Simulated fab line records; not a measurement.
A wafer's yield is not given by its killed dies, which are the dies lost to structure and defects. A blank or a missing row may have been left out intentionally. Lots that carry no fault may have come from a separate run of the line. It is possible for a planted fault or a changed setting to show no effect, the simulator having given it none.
Matching of chambers :: flow n5-finfet :: rie-diel-03 running N5_BEOL_M5_ETCH_62: 4 sister chambers
The step etches SOC in N2/H2, target depth 75 nm, overetch 15 nm, time 112.5 s. 8 wafers are shown with their chamber, then 9 later ones without.

## WAFERS PAIRED WITH THEIR CHAMBERS
wafer: L079.2
chamber: 2
drypump-motor-current-A (A): 6.6
showerhead-plenum-p-Torr (Torr): 2.50

wafer: L079.5
chamber: 1
drypump-motor-current-A (A): 5.7
showerhead-plenum-p-Torr (Torr): 2.60

wafer: L084.3
chamber: 0
drypump-motor-current-A (A): 6.5
showerhead-plenum-p-Torr (Torr): 2.62

wafer: L084.4
chamber: 0
drypump-motor-current-A (A): 6.5
showerhead-plenum-p-Torr (Torr): 2.62

wafer: L084.6
chamber: 3
drypump-motor-current-A (A): 5.4
showerhead-plenum-p-Torr (Torr): 2.62

wafer: L092.1
chamber: 2
drypump-motor-current-A (A): 6.6
showerhead-plenum-p-Torr (Torr): 2.49

wafer: L092.2
chamber: 3
drypump-motor-current-A (A): 5.5
showerhead-plenum-p-Torr (Torr): 2.61

wafer: L092.3
chamber: 1
drypump-motor-current-A (A): 5.7
showerhead-plenum-p-Torr (Torr): 2.59

## WAFERS WITHOUT THEIR CHAMBER
wafer: L095.1
drypump-motor-current-A (A): 5.7
showerhead-plenum-p-Torr (Torr): 2.58

wafer: L095.3
drypump-motor-current-A (A): 6.5
showerhead-plenum-p-Torr (Torr): 2.61

wafer: L095.6
drypump-motor-current-A (A): 6.6
showerhead-plenum-p-Torr (Torr): 2.48

wafer: L094.3
drypump-motor-current-A (A): 5.7
showerhead-plenum-p-Torr (Torr): 2.58

wafer: L094.5
drypump-motor-current-A (A): 6.6
showerhead-plenum-p-Torr (Torr): 2.48

wafer: L094.6
drypump-motor-current-A (A): 5.7
showerhead-plenum-p-Torr (Torr): 2.58

wafer: L096.1
drypump-motor-current-A (A): 6.5
showerhead-plenum-p-Torr (Torr): 2.60

wafer: L096.4
drypump-motor-current-A (A): 6.6
showerhead-plenum-p-Torr (Torr): 2.48

wafer: L096.5
drypump-motor-current-A (A): 6.5
showerhead-plenum-p-Torr (Torr): 2.60

## WHICH CHAMBER EACH WENT THROUGH
wafer: L095.1
from the rows above: 1
in truth: 1

wafer: L095.3
from the rows above: 0
in truth: 0

wafer: L095.6
from the rows above: 2
in truth: 2

wafer: L094.3
from the rows above: 1
in truth: 1

wafer: L094.5
from the rows above: 2
in truth: 2

wafer: L094.6
from the rows above: 1
in truth: 1

wafer: L096.1
from the rows above: 0
in truth: 0

wafer: L096.4
from the rows above: 2
in truth: 2

wafer: L096.5
from the rows above: 0
in truth: 0
Placed correctly: 9 of 9. From these rows, 0 cannot be placed. 0 placed wrongly.
How it was worked out, from the rows above alone: a wafer's distance from a chamber is the root of the sum, over the readings, of the square of ((its reading less the chamber's mean) divided by the reading's scatter). The wafer belongs to the nearest chamber; if the next one is less than 2 further off, it can't be placed. Each chamber's mean is taken over the wafers shown for it. The scatter: the root of (the sum of the squares of (reading less its chamber's mean) over the shown wafers, divided by (wafers less chambers)).
